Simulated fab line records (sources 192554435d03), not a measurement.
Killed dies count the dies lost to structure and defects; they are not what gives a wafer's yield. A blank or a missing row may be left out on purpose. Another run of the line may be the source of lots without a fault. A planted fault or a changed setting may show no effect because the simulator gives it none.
Which tool is to blame? | flow n5_finfet | 12 lots with 34 wafers sampled at 8 steps, on a route of 1938 steps

WHAT THE GAUGES SHOWED, per wafer
N5_BEOL_M11_OCD_MEAS_38. Usual: trench_depth_nm 148.8 nm, standard deviation 2.8.
lot  | measured     | on     | trench_depth_nm (nm) | flag
L999 | day 10 13:22 | ocd-01 | 146.1 149.7 147.7    |
L100 | day 10 17:10 | ocd-02 | 150.8 150.6 143.9    |
L101 | day 11 07:13 | ocd-01 | 151.0 148.5 151.8    |
L102 | day 11 11:59 | ocd-02 | 146.6 151.7 150.1    |
L103 | day 11 18:36 | ocd-01 | 152.3 145.4 151.2    |
L107 | day 13 03:49 | ocd-02 | 105.1 149.1          | OFF
L108 | day 13 13:14 | ocd-01 | 107.1 106.3 143.4    | OFF
L110 | day 13 16:28 | ocd-02 | 106.6 149.0          | OFF
L116 | day 15 09:59 | ocd-01 | 149.2 147.4 148.8    |
L121 | day 16 02:31 | ocd-01 | 153.1 149.6 148.9    |
L118 | day 16 06:05 | ocd-02 | 151.0 148.0 149.7    |
L120 | day 16 09:58 | ocd-01 | 153.6 152.0 153.6    |

N5_BEOL_M11_THK_MEAS_53: measures by xrf. Usual: for M11_THK the level is 140 nm and the standard deviation is 3.3.
lot  | measured     | on            | M11_THK (nm) | flag
L999 | day 10 15:23 | film_metro-02 | 137 140 139  |
L100 | day 10 20:35 | film_metro-02 | 139 139 135  |
L101 | day 11 10:50 | film_metro-02 | 143 141 144  |
L102 | day 11 14:47 | film_metro-02 | 138 143 141  |
L103 | day 11 21:40 | film_metro-02 | 144 137 142  |
L107 | day 13 06:36 | film_metro-01 | 95 139       | OFF
L108 | day 13 15:37 | film_metro-02 | 99 99 136    | OFF
L110 | day 13 18:40 | film_metro-01 | 99 140       | OFF
L116 | day 15 12:34 | film_metro-01 | 140 138 140  |
L121 | day 16 04:50 | film_metro-01 | 146 143 141  |
L118 | day 16 08:52 | film_metro-01 | 143 138 141  |
L120 | day 16 13:28 | film_metro-01 | 147 143 146  |

N5_BEOL_M11_RS_MEAS_57: uses a four-point probe to measure. Usual: for M11_RS the level is 0.151 ohm/sq and the standard deviation is 0.0037.
lot  | measured     | on            | M11_RS (ohm/sq)   | flag
L999 | day 10 15:31 | film_metro-01 | 0.153 0.150 0.151 |
L100 | day 10 20:43 | film_metro-01 | 0.150 0.151 0.157 |
L101 | day 11 10:58 | film_metro-02 | 0.148 0.151 0.147 |
L102 | day 11 14:57 | film_metro-02 | 0.153 0.146 0.149 |
L103 | day 11 21:47 | film_metro-01 | 0.147 0.155 0.149 |
L107 | day 13 06:45 | film_metro-02 | 0.231 0.150       | OFF
L108 | day 13 15:45 | film_metro-02 | 0.221 0.222 0.155 | OFF
L110 | day 13 18:47 | film_metro-01 | 0.223 0.150       | OFF
L116 | day 15 12:42 | film_metro-01 | 0.150 0.153 0.151 |
L121 | day 16 04:57 | film_metro-01 | 0.145 0.148 0.150 |
L118 | day 16 08:59 | film_metro-01 | 0.149 0.154 0.151 |
L120 | day 16 13:35 | film_metro-02 | 0.144 0.148 0.145 |

N5_BEOL_M15_RC_MEAS_101. Usual: COMB_M10 1.47e-11 S/m, standard deviation 3e-12; COMB_M10_max_site 2.1e-11 S/m, standard deviation 5e-12; COMB_M12 6.1e-12 S/m, standard deviation 1.3e-12; COMB_M13 4.8e-12 S/m, standard deviation 1.2e-12; COMB_M14 3.4e-12 S/m, standard deviation 9e-13; COMB_M15 2.4e-12 S/m, standard deviation 8e-13; COMB_M5 3.8e-11 S/m, standard deviation 8e-12; COMB_M6 2.5e-11 S/m, standard deviation 5.2e-12; COMB_M7 2.6e-11 S/m, standard deviation 5.1e-12; COMB_M8 2.5e-11 S/m, standard deviation 5.4e-12; COMB_M8_max_site 3.6e-11 S/m, standard deviation 8.2e-12; COMB_M9 1.5e-11 S/m, standard deviation 3.1e-12; SERP_M10 3.07 ohm/um, standard deviation 0.078; SERP_M10_max_site 3.15 ohm/um, standard deviation 0.092; SERP_M11 3.06 ohm/um, standard deviation 0.091; SERP_M11_max_site 3.14 ohm/um, standard deviation 0.099; SERP_M12 0.631 ohm/um, standard deviation 0.018; SERP_M13 0.313 ohm/um, standard deviation 0.0069; SERP_M13_max_site 0.316 ohm/um, standard deviation 0.0071; SERP_M14 0.161 ohm/um, standard deviation 0.0041; SERP_M5 38.6 ohm/um, standard deviation 1.5; SERP_M6 14.0 ohm/um, standard deviation 0.64; SERP_M7 13.7 ohm/um, standard deviation 0.48; SERP_M8 14.0 ohm/um, standard deviation 0.54; SERP_M9 3.05 ohm/um, standard deviation 0.074.
lot  | measured     | on        | COMB_M10 (S/m)             | COMB_M10_max_site (S/m) | COMB_M12 (S/m)          | COMB_M13 (S/m)          | COMB_M14 (S/m)          | COMB_M15 (S/m)          | COMB_M5 (S/m)           | COMB_M6 (S/m)           | COMB_M7 (S/m)           | COMB_M8 (S/m)           | COMB_M8_max_site (S/m)  | COMB_M9 (S/m)           | SERP_M10 (ohm/um) | SERP_M10_max_site (ohm/um) | SERP_M11 (ohm/um) | SERP_M11_max_site (ohm/um) | SERP_M12 (ohm/um) | SERP_M13 (ohm/um) | SERP_M13_max_site (ohm/um) | SERP_M14 (ohm/um) | SERP_M5 (ohm/um) | SERP_M6 (ohm/um) | SERP_M7 (ohm/um) | SERP_M8 (ohm/um) | SERP_M9 (ohm/um) | flag
L999 | day 11 21:53 | prober-01 | 2.04e-11 1.48e-11 1.41e-11 | 2.8e-11 2e-11 2.1e-11   | 6.7e-12 7.9e-12 6.9e-12 | 4.4e-12 7.2e-12 5e-12   | 3.7e-12 3.6e-12 4.2e-12 | 2.7e-12 2.4e-12 3.9e-12 | 3.8e-11 3.8e-11 4.3e-11 | 2.4e-11 1.6e-11 2.3e-11 | 1.8e-11 2.7e-11 2.4e-11 | 3.5e-11 2.6e-11 2.5e-11 | 6.1e-11 3.6e-11 3.1e-11 | 1.3e-11 1.3e-11 1.4e-11 | 2.98 3.11 3.03    | 3.10 3.15 3.07             | 3.09 3.09 3.03    | 3.13 3.14 3.11             | 0.636 0.616 0.628 | 0.320 0.307 0.312 | 0.323 0.311 0.316          | 0.161 0.157 0.154 | 38.9 39.5 38.9   | 13.4 14.3 14.4   | 14.3 13.9 13.6   | 14.2 14.5 14.5   | 3.01 3.08 3.18   |
L100 | day 11 21:50 | prober-02 | 1.04e-11 1.37e-11 1.27e-11 | 1.6e-11 1.7e-11 1.7e-11 | 3.4e-12 4.1e-12 5.2e-12 | 4.5e-12 3.8e-12 5.8e-12 | 3.1e-12 3.9e-12 3.4e-12 | 1.6e-12 1.3e-12 1.3e-12 | 4.3e-11 2.7e-11 1.9e-11 | 2.6e-11 2.4e-11 4.1e-11 | 3.3e-11 2.4e-11 2.2e-11 | 2.6e-11 1.9e-11 2.2e-11 | 4.4e-11 3.7e-11 3.5e-11 | 1.1e-11 1.5e-11 9e-12   | 2.99 3.04 3.12    | 3.04 3.09 3.36             | 3.07 3.16 3.30    | 3.18 3.22 3.35             | 0.597 0.620 0.664 | 0.302 0.320 0.313 | 0.305 0.323 0.318          | 0.167 0.161 0.165 | 37.1 38.5 36.6   | 14.3 13.6 13.8   | 13.5 14.0 12.7   | 13.6 14.3 14.2   | 3.11 3.01 2.99   |
L101 | day 12 12:27 | prober-01 | 1.48e-11 1.38e-11 1.34e-11 | 1.8e-11 1.9e-11 1.8e-11 | 7e-12 9.8e-12 8.1e-12   | 3.5e-12 4.8e-12 5.8e-12 | 3.6e-12 3.6e-12 2.8e-12 | 2.8e-12 2.7e-12 2.4e-12 | 5.7e-11 4.3e-11 4.9e-11 | 2.2e-11 2.3e-11 3e-11   | 2e-11 2.3e-11 2.3e-11   | 3.6e-11 2.5e-11 2.5e-11 | 4.3e-11 3.1e-11 3.3e-11 | 1.3e-11 1.1e-11 1.5e-11 | 3.10 3.03 2.99    | 3.18 3.06 3.01             | 2.98 3.03 2.93    | 3.07 3.09 2.99             | 0.627 0.620 0.622 | 0.315 0.311 0.312 | 0.318 0.314 0.314          | 0.163 0.159 0.164 | 41.1 38.9 41.4   | 14.3 14.1 14.5   | 14.2 13.5 13.3   | 13.6 13.7 14.8   | 2.95 3.12 3.07   |
L102 | day 12 16:20 | prober-02 | 1.23e-11 1.41e-11 1.18e-11 | 1.9e-11 1.8e-11 2e-11   | 5.7e-12 5.1e-12 6.2e-12 | 3.5e-12 5e-12 3.9e-12   | 2.2e-12 3.1e-12 2.8e-12 | 1.6e-12 1e-12 1.3e-12   | 3.2e-11 3.9e-11 4.1e-11 | 3.3e-11 2.8e-11 2.7e-11 | 1.9e-11 2e-11 1.7e-11   | 2.3e-11 2.7e-11 2.5e-11 | 3.5e-11 3.5e-11 3.5e-11 | 1.3e-11 1.6e-11 1.8e-11 | 3.03 3.08 2.94    | 3.10 3.17 2.99             | 3.04 2.97 3.00    | 3.20 3.07 3.16             | 0.652 0.630 0.633 | 0.321 0.320 0.322 | 0.324 0.323 0.327          | 0.160 0.170 0.165 | 39.7 39.4 40.6   | 13.7 13.7 13.7   | 14.4 13.6 14.2   | 14.0 13.2 13.6   | 3.01 2.88 3.01   |
L103 | day 12 23:30 | prober-02 | 1.68e-11 1.53e-11 1.77e-11 | 2.3e-11 2.7e-11 3e-11   | 4.8e-12 5.2e-12 6.7e-12 | 4.5e-12 3.4e-12 2.3e-12 | 3e-12 1.4e-12 2.7e-12   | 1.7e-12 2.2e-12 1.1e-12 | 5.3e-11 4.3e-11 3.9e-11 | 3.1e-11 2.5e-11 2.4e-11 | 1.8e-11 1.9e-11 2e-11   | 2e-11 2.3e-11 2.6e-11   | 2.6e-11 3.2e-11 3.4e-11 | 1e-11 1.2e-11 1.6e-11   | 3.04 3.02 3.04    | 3.21 3.24 3.10             | 2.98 3.13 3.06    | 3.03 3.23 3.13             | 0.638 0.615 0.653 | 0.316 0.311 0.312 | 0.319 0.317 0.315          | 0.160 0.159 0.159 | 38.1 38.5 40.2   | 14.0 14.9 14.0   | 13.9 14.6 14.1   | 14.0 14.5 12.9   | 3.08 3.18 3.06   |
L107 | day 14 13:28 | prober-02 | 1.29e-11 1.18e-11          | 2.5e-11 1.5e-11         | 6.9e-12 5e-12           | 5.8e-12 5.5e-12         | 3.3e-12 3.6e-12         | 3e-12 3.2e-12           | 3.8e-11 3.4e-11         | 3.2e-11 2.7e-11         | 3.1e-11 3.3e-11         | 1.9e-11 2.4e-11         | 2.5e-11 3.4e-11         | 1.9e-11 1.8e-11         | 2.97 2.93         | 3.01 2.96                  | 4.71 3.07         | 4.79 3.16                  | 0.638 0.601       | 0.320 0.317       | 0.322 0.322                | 0.163 0.166       | 38.2 38.6        | 14.6 14.8        | 14.4 14.1        | 15.1 14.1        | 3.18 2.98        | OFF
L108 | day 14 20:41 | prober-01 | 2.08e-11 1.81e-11 1.22e-11 | 2.5e-11 2.4e-11 1.6e-11 | 6.1e-12 7.6e-12 7.9e-12 | 5.3e-12 4.3e-12 4.1e-12 | 4.5e-12 3.8e-12 3.5e-12 | 4.1e-12 2.1e-12 4e-12   | 3.1e-11 2.5e-11 3.6e-11 | 2.6e-11 2.2e-11 2.7e-11 | 3.2e-11 3e-11 2.4e-11   | 3.2e-11 2e-11 4.3e-11   | 4.2e-11 3.1e-11 5.1e-11 | 1.5e-11 2e-11 1.4e-11   | 3.01 3.17 2.99    | 3.04 3.29 3.09             | 4.42 4.53 3.16    | 4.52 4.57 3.24             | 0.630 0.654 0.652 | 0.312 0.318 0.310 | 0.314 0.322 0.312          | 0.153 0.160 0.155 | 37.1 38.6 37.3   | 13.5 14.4 13.4   | 13.3 13.8 12.9   | 14.0 13.7 13.6   | 3.30 3.12 3.04   | OFF
L110 | day 14 23:20 | prober-02 | 8.3e-12 1.3e-11            | 1.5e-11 2.4e-11         | 7.6e-12 6.7e-12         | 3.3e-12 4.4e-12         | 2.9e-12 3.4e-12         | 1.7e-12 1.6e-12         | 4.2e-11 3.9e-11         | 3e-11 2.2e-11           | 2.9e-11 3e-11           | 2.6e-11 1.9e-11         | 3.7e-11 3.2e-11         | 1.5e-11 1.3e-11         | 2.95 3.16         | 3.02 3.25                  | 4.50 3.09         | 4.55 3.15                  | 0.608 0.631       | 0.322 0.308       | 0.325 0.309                | 0.164 0.161       | 37.6 39.8        | 13.6 12.8        | 12.7 13.3        | 14.2 13.5        | 3.08 2.94        | OFF
L116 | day 16 16:56 | prober-01 | 1.31e-11 1.54e-11 1.55e-11 | 1.5e-11 2.3e-11 2.6e-11 | 7e-12 6.9e-12 5.4e-12   | 6.1e-12 6.2e-12 7.4e-12 | 4.2e-12 4.3e-12 4.5e-12 | 3.9e-12 2.8e-12 3.5e-12 | 4.3e-11 4.4e-11 5e-11   | 1.7e-11 1.7e-11 2.1e-11 | 3.3e-11 3.4e-11 1.8e-11 | 2.5e-11 2.5e-11 3e-11   | 3.5e-11 3.2e-11 3.6e-11 | 1.6e-11 2.2e-11 1.6e-11 | 3.10 3.06 3.15    | 3.17 3.14 3.24             | 3.00 3.06 3.12    | 3.07 3.16 3.19             | 0.600 0.632 0.599 | 0.308 0.314 0.308 | 0.310 0.316 0.310          | 0.163 0.165 0.161 | 37.5 39.3 37.6   | 14.9 15.5 15.0   | 13.4 14.1 13.6   | 13.5 14.8 15.0   | 3.00 2.99 2.97   |
L121 | day 17 16:45 | prober-02 | 1.13e-11 1.32e-11 1.74e-11 | 1.8e-11 1.5e-11 2.2e-11 | 5.6e-12 6.7e-12 3.9e-12 | 2.8e-12 2.7e-12 3.5e-12 | 3.9e-12 3.4e-12 3.1e-12 | 2.6e-12 1.2e-12 1.1e-12 | 4.8e-11 3.7e-11 3.8e-11 | 2.7e-11 1.5e-11 1.9e-11 | 2.1e-11 2.2e-11 3.2e-11 | 2.4e-11 2.6e-11 1.9e-11 | 3.1e-11 3.6e-11 3.2e-11 | 1.3e-11 1.2e-11 1.3e-11 | 3.09 3.03 3.16    | 3.18 3.16 3.21             | 2.92 3.01 3.12    | 2.97 3.13 3.21             | 0.630 0.629 0.650 | 0.314 0.316 0.313 | 0.318 0.318 0.315          | 0.162 0.164 0.161 | 39.9 35.9 38.3   | 14.8 14.5 13.7   | 13.2 14.1 13.6   | 13.4 13.8 14.5   | 3.01 3.00 2.97   |
L118 | day 17 17:41 | prober-02 | 1.27e-11 1.29e-11 1.32e-11 | 1.8e-11 1.8e-11 1.7e-11 | 3.9e-12 7e-12 5.4e-12   | 2.6e-12 4.4e-12 3.2e-12 | 2.8e-12 2.9e-12 2.2e-12 | 1.2e-12 1.5e-12 1.6e-12 | 3.8e-11 3.6e-11 3.1e-11 | 3.4e-11 4.3e-11 1.9e-11 | 2.5e-11 2.1e-11 1.7e-11 | 2.5e-11 3.8e-11 2.3e-11 | 3.1e-11 6e-11 4.1e-11   | 1.5e-11 1.5e-11 1.1e-11 | 3.05 3.09 3.12    | 3.12 3.14 3.29             | 3.01 3.14 3.05    | 3.11 3.29 3.11             | 0.611 0.609 0.606 | 0.321 0.298 0.306 | 0.323 0.301 0.309          | 0.165 0.161 0.162 | 35.6 38.5 37.3   | 13.7 14.2 14.3   | 12.7 13.1 13.3   | 12.9 13.8 12.1   | 2.97 2.98 3.20   |
L120 | day 18 02:34 | prober-02 | 1.31e-11 1.73e-11 1.72e-11 | 2e-11 2.5e-11 2.7e-11   | 5.5e-12 5.2e-12 4.3e-12 | 5.3e-12 5.1e-12 4.2e-12 | 2e-12 4.3e-12 2.9e-12   | 2e-12 2.4e-12 2.2e-12   | 3.6e-11 2.7e-11 5.6e-11 | 2e-11 2.4e-11 3.2e-11   | 2e-11 2e-11 2.2e-11     | 2.9e-11 1.9e-11 2.4e-11 | 3.6e-11 2.7e-11 3.3e-11 | 1.6e-11 1.2e-11 1.4e-11 | 3.10 3.14 3.18    | 3.26 3.17 3.25             | 2.96 3.08 3.00    | 3.05 3.14 3.03             | 0.640 0.635 0.640 | 0.306 0.320 0.317 | 0.309 0.324 0.320          | 0.155 0.159 0.155 | 41.2 40.4 38.4   | 14.9 14.5 14.3   | 13.0 13.4 13.4   | 14.1 15.2 14.2   | 3.02 3.05 2.97   |

WHAT TOOL EACH LOT RAN ON (gives the tool, then ch and the chambers of the sampled wafers, and finally the start)
lot  | N5_BEOL_M11_STRIP_36               | N5_BEOL_M11_TRENCH_ETCH_37         | N5_BEOL_M11_ETCH_41                           | N5_BEOL_M11_ALD_74
L999 | rie_diel-05 ch 0,2, day 10 13:08   | rie_diel-05 ch 0,2, day 10 13:11   | rie_diel-05 ch 0,2, day 10 13:22 or earlier   | ald_metal-01 ch 0,2,3, day 10 14:01
L100 | rie_diel-06 ch 1,2,3, day 10 16:57 | rie_diel-06 ch 1,2,3, day 10 16:59 | rie_diel-06 ch 1,2,3, day 10 17:10 or earlier | ald_metal-04 ch 0,2,3, day 10 18:26
L101 | rie_diel-05 ch 2,3, day 11 06:59   | rie_diel-05 ch 2,3, day 11 07:01   | rie_diel-05 ch 2,3, day 11 07:13 or earlier   | ald_metal-04 ch 0,1,3, day 11 09:26
L102 | rie_diel-02 ch 0,1,3, day 11 11:46 | rie_diel-02 ch 0,1,3, day 11 11:48 | rie_diel-02 ch 0,1,3, day 11 11:59 or earlier | ald_metal-02 ch 2,3, day 11 12:46
L103 | rie_diel-06 ch 1,2,3, day 11 18:23 | rie_diel-06 ch 1,2,3, day 11 18:25 | rie_diel-06 ch 1,2,3, day 11 18:36 or earlier | ald_metal-04 ch 0,1,2, day 11 20:07
L107 | rie_diel-06 ch 1,3, day 13 03:35   | rie_diel-06 ch 1,3, day 13 03:37   | rie_diel-06 ch 1,3, day 13 03:49 or earlier   | ald_metal-01 ch 2,3, day 13 04:47
L108 | rie_diel-06 ch 0,1,3, day 13 13:00 | rie_diel-06 ch 0,1,3, day 13 13:02 | rie_diel-06 ch 0,1,3, day 13 13:14 or earlier | ald_metal-02 ch 0,1, day 13 14:12
L110 | rie_diel-06 ch 1,3, day 13 16:14   | rie_diel-06 ch 1,3, day 13 16:17   | rie_diel-06 ch 1,3, day 13 16:28 or earlier   | ald_metal-02 ch 1, day 13 17:14
L116 | rie_diel-05 ch 1,2, day 15 09:45   | rie_diel-05 ch 1,2, day 15 09:47   | rie_diel-05 ch 1,2, day 15 09:59 or earlier   | ald_metal-04 ch 1,3, day 15 10:46
L121 | rie_diel-05 ch 0,2, day 16 02:17   | rie_diel-05 ch 0,2, day 16 02:20   | rie_diel-05 ch 0,2, day 16 02:31 or earlier   | ald_metal-02 ch 1,3, day 16 03:10
L118 | rie_diel-02 ch 0,2,3, day 16 05:52 | rie_diel-02 ch 0,2,3, day 16 05:55 | rie_diel-02 ch 0,2,3, day 16 06:05 or earlier | ald_metal-04 ch 0,1, day 16 06:45
L120 | rie_diel-06 ch 2,3, day 16 09:44   | rie_diel-06 ch 2,3, day 16 09:47   | rie_diel-06 ch 2,3, day 16 09:58 or earlier   | ald_metal-01 ch 0,1,2, day 16 10:38
- N5_BEOL_M11_STRIP_36: strips in N2/H2.
- N5_BEOL_M11_TRENCH_ETCH_37: etches SiCOH lowk in C4F6/O2, target depth 148.83 nm, time 48 s.
- N5_BEOL_M11_ETCH_41: etches SiCN in CH3F/O2, target depth 42.6 nm, time 86 s.
- N5_BEOL_M11_ALD_74: deposits TaN, target thk 2 nm, pulse time 2 s, purge time 3 s.

AS READ BY THE TOOLS THEMSELVES (means over the sampled wafers that have a number; for cases with no such wafer, the mark the record gives instead)
N5_BEOL_M11_STRIP_36. Usual: drypump_motor_current_A 5.7 A, standard deviation 0.37; oes_product_au 0.80 a.u., standard deviation 0.1; rf_vpp_V 59.3 V, standard deviation 1.9; showerhead_plenum_p_Torr 2.53 Torr, standard deviation 0.1; throttle_valve_pct 23.5 %, standard deviation 0.31.
lot  | tool        | drypump_motor_current_A (A) | oes_product_au (a.u.) | rf_vpp_V (V) | showerhead_plenum_p_Torr (Torr) | throttle_valve_pct (%) | flag
L999 | rie_diel-05 | 5.4                         | 0.74                  | 58.7         | 2.48                            | 23.5                   |
L100 | rie_diel-06 | 5.7                         | 0.84                  | 58.7         | 2.55                            | 23.4                   |
L101 | rie_diel-05 | 5.6                         | 0.75                  | 61.7         | 2.47                            | 23.4                   |
L102 | rie_diel-02 | 5.8                         | 0.80                  | 59.5         | 2.59                            | 23.8                   |
L103 | rie_diel-06 | 5.7                         | 0.83                  | 58.5         | 2.55                            | 23.4                   |
L107 | rie_diel-06 | 5.6                         | 0.89                  | 61.5         | 2.57                            | 23.2                   |
L108 | rie_diel-06 | 5.5                         | 0.82                  | 59.5         | 2.51                            | 23.5                   |
L110 | rie_diel-06 | 5.7                         | 0.88                  | 58.6         | 2.57                            | 23.3                   |
L116 | rie_diel-05 | 5.7                         | 0.73                  | 58.8         | 2.48                            | 23.4                   |
L121 | rie_diel-05 | 5.5                         | 0.78                  | 58.5         | 2.47                            | 23.6                   |
L118 | rie_diel-02 | 6.1                         | 0.83                  | 55.7         | 2.56                            | 23.6                   |
L120 | rie_diel-06 | 5.7                         | 0.92                  | 60.2         | 2.56                            | 23.4                   |

N5_BEOL_M11_TRENCH_ETCH_37. Usual: bias_w is 185.0 W with standard deviation 0.55, drypump_motor_current_A is 5.6 A with standard deviation 0.37, oes_ar_750_au is 0.81 a.u. with standard deviation 0.092, oes_product_au is 0.80 a.u. with standard deviation 0.1, rf_vpp_V is 660 V with standard deviation 13, showerhead_plenum_p_Torr is 2.85 Torr with standard deviation 0.11, and throttle_valve_pct is 20.89 % with standard deviation 0.19.
lot  | tool        | bias_w (W) | drypump_motor_current_A (A) | oes_ar_750_au (a.u.) | oes_product_au (a.u.) | rf_vpp_V (V) | showerhead_plenum_p_Torr (Torr) | throttle_valve_pct (%) | flag
L999 | rie_diel-05 | 185.1      | 5.4                         | 0.74                 | 0.74                  | 665          | 2.80                            | 20.96                  |
L100 | rie_diel-06 | 185.1      | 5.7                         | 0.84                 | 0.84                  | 667          | 2.87                            | 20.88                  |
L101 | rie_diel-05 | 184.9      | 5.6                         | 0.75                 | 0.75                  | 656          | 2.80                            | 20.94                  |
L102 | rie_diel-02 | 185.6      | 5.8                         | 0.81                 | 0.81                  | 644          | 2.90                            | 20.97                  |
L103 | rie_diel-06 | 185.5      | 5.7                         | 0.84                 | 0.83                  | 667          | 2.87                            | 20.90                  |
L107 | rie_diel-06 | 185.2      | 5.7                         | 0.89                 | 0.79                  | 673          | 2.89                            | 20.73                  |
L108 | rie_diel-06 | 184.3      | 5.5                         | 0.82                 | 0.71                  | 664          | 2.82                            | 20.79                  |
L110 | rie_diel-06 | 184.9      | 5.7                         | 0.88                 | 0.79                  | 674          | 2.88                            | 20.75                  |
L116 | rie_diel-05 | 184.9      | 5.7                         | 0.74                 | 0.73                  | 657          | 2.80                            | 20.87                  |
L121 | rie_diel-05 | 185.0      | 5.4                         | 0.79                 | 0.79                  | 664          | 2.78                            | 20.92                  |
L118 | rie_diel-02 | 185.4      | 6.1                         | 0.84                 | 0.83                  | 651          | 2.89                            | 20.94                  |
L120 | rie_diel-06 | 184.9      | 5.7                         | 0.92                 | 0.93                  | 670          | 2.89                            | 20.94                  |

N5_BEOL_M11_ETCH_41. Usual: CH3F_flow_sccm 30.00 sccm, standard deviation 0.083; bias_w 74.99 W, standard deviation 0.22; drypump_motor_current_A 5.6 A, standard deviation 0.37; oes_product_au 0.81 a.u., standard deviation 0.1; rf_vpp_V 297.3 V, standard deviation 1.6; showerhead_plenum_p_Torr 2.00 Torr, standard deviation 0.08; throttle_valve_pct 16.28 %, standard deviation 0.18.
lot  | tool        | CH3F_flow_sccm (sccm) | bias_w (W) | drypump_motor_current_A (A) | oes_product_au (a.u.) | rf_vpp_V (V) | showerhead_plenum_p_Torr (Torr) | throttle_valve_pct (%) | flag
L999 | rie_diel-05 | 29.95                 | 75.12      | 5.4                         | 0.74                  | 296.5        | 1.96                            | 16.36                  |
L100 | rie_diel-06 | 29.91                 | 75.04      | 5.7                         | 0.84                  | 297.2        | 2.02                            | 16.27                  |
L101 | rie_diel-05 | 30.08                 | 75.00      | 5.6                         | 0.74                  | 296.5        | 1.97                            | 16.35                  |
L102 | rie_diel-02 | 29.94                 | 74.91      | 5.8                         | 0.80                  | 299.1        | 2.04                            | 16.36                  |
L103 | rie_diel-06 | 30.00                 | 75.23      | 5.7                         | 0.83                  | 298.1        | 2.01                            | 16.29                  |
L107 | rie_diel-06 | 30.00                 | 75.06      | 5.7                         | 0.90                  | 297.6        | 2.03                            | 16.16                  |
L108 | rie_diel-06 | 29.99                 | 74.81      | 5.5                         | 0.82                  | 297.8        | 1.98                            | 16.25                  |
L110 | rie_diel-06 | 30.02                 | 74.95      | 5.7                         | 0.88                  | 298.9        | 2.03                            | 16.17                  |
L116 | rie_diel-05 | 30.01                 | 74.78      | 5.7                         | 0.74                  | 296.2        | 1.96                            | 16.29                  |
L121 | rie_diel-05 | 30.04                 | 75.02      | 5.4                         | 0.79                  | 297.1        | 1.95                            | 16.30                  |
L118 | rie_diel-02 | 30.08                 | 75.15      | 6.0                         | 0.83                  | 298.4        | 2.03                            | 16.28                  |
L120 | rie_diel-06 | 29.95                 | 74.90      | 5.7                         | 0.93                  | 297.3        | 2.03                            | 16.25                  |

N5_BEOL_M11_ALD_74. Usual: heater_power_w 433 W, standard deviation 37.
lot  | tool         | heater_power_w (W) | flag
L999 | ald_metal-01 | 406                |
L100 | ald_metal-04 | 464                |
L101 | ald_metal-04 | 465                |
L102 | ald_metal-02 | 406                |
L103 | ald_metal-04 | 440                |
L107 | ald_metal-01 | 400                |
L108 | ald_metal-02 | 483                |
L110 | ald_metal-02 | 504                |
L116 | ald_metal-04 | 497                |
L121 | ald_metal-02 | 418                |
L118 | ald_metal-04 | 436                |
L120 | ald_metal-01 | 418                |

THE ANSWER, worked out from the rows above alone
Rule: lot off if the mean of its wafers having a number is beyond 3 standard deviations from the usual mean. Also off: a lot with no number at a reading for which 4 or more lots have one. Where the step has rows for the other lots, those lots are counted as sound. Order of review: gauges by route order, followed by the tools' own readings, for which a lot's mean as printed above is used. The first step at which some lot is off is used, and at that step the reading that is off furthest; a lot without a number counts as furthest.
Off, at N5_BEOL_M11_OCD_MEAS_38 on trench_depth_nm: L107, L108, L110.
If a tool, at a process step before that reading, ran all the lots that are off and no sound lot after the first of them, it fits. The gauges at N5_BEOL_M11_OCD_MEAS_38 aren't tried: what is off there is off at N5_BEOL_M11_THK_MEAS_53 too, on other tools, and a gauge's error can't cause that. N5_BEOL_M11_ETCH_41 gives no start for some lots, so the hours and the order of its lots are those of N5_BEOL_M11_OCD_MEAS_38. None of those tried fits.

WHAT THE SIMULATOR HAD INSERTED
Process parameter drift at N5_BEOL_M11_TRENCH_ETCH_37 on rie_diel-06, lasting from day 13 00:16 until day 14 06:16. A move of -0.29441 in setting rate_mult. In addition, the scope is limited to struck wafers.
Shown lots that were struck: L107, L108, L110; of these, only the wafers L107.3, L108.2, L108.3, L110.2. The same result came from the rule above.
